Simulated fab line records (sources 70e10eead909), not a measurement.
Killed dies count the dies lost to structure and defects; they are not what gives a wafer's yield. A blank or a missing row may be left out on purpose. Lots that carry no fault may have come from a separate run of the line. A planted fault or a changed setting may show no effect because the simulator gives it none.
Chamber matching || flow nand-harc || NHARC_P_M0_DEP_32 on pecvd-01 has 3 sister chambers
The step deposits SiCN, target thk 30 nm. 5 wafers are shown with their chamber, then 7 later ones without.

## WAFERS WITH THEIR CHAMBER
{"wafer": "L362.3", "chamber": 1, "heater-power-w (W)": 567}
{"wafer": "L362.4", "chamber": 2, "heater-power-w (W)": 684}
{"wafer": "L362.5", "chamber": 0, "heater-power-w (W)": 531}
{"wafer": "L363.1", "chamber": 0, "heater-power-w (W)": 608}
{"wafer": "L363.2", "chamber": 2, "heater-power-w (W)": 579}

## WAFERS MISSING THEIR CHAMBER
{"wafer": "L363.6", "heater-power-w (W)": 582}
{"wafer": "L364.1", "heater-power-w (W)": 618}
{"wafer": "L364.2", "heater-power-w (W)": 661}
{"wafer": "L364.6", "heater-power-w (W)": 677}
{"wafer": "L366.1", "heater-power-w (W)": 639}
{"wafer": "L366.4", "heater-power-w (W)": 680}
{"wafer": "L366.6", "heater-power-w (W)": 617}

## THE CHAMBER EACH PASSED THROUGH
{"wafer": "L363.6", "from the rows above": "can't be placed: 0 or 1 or 2", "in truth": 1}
{"wafer": "L364.1", "from the rows above": "can't be placed: 2 or 0 or 1", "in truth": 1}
{"wafer": "L364.2", "from the rows above": "can't be placed: 2 or 0 or 1", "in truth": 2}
{"wafer": "L364.6", "from the rows above": "can't be placed: 2 or 0 or 1", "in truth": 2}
{"wafer": "L366.1", "from the rows above": "can't be placed: 2 or 0 or 1", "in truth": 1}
{"wafer": "L366.4", "from the rows above": "can't be placed: 2 or 0 or 1", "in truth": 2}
{"wafer": "L366.6", "from the rows above": "can't be placed: 2 or 0 or 1", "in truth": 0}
Correctly placed: 0 of 7. These rows do not allow placing 7 (true chamber among the candidates in 7). Number placed wrongly: 0.
How it was worked out, from the rows above alone: a wafer's distance from a chamber is the root of the sum, over the readings, of the square of ((its reading less the chamber's mean) divided by the reading's scatter). If the next closest chamber is less than 2 further off than the closest, the wafer can't be placed; otherwise it belongs to the closest. For every chamber, the mean is computed from those of its wafers that are shown. The scatter: take each reading less its chamber's mean, square it, sum over the shown wafers, divide by the number of wafers less the number of chambers, and take the root.
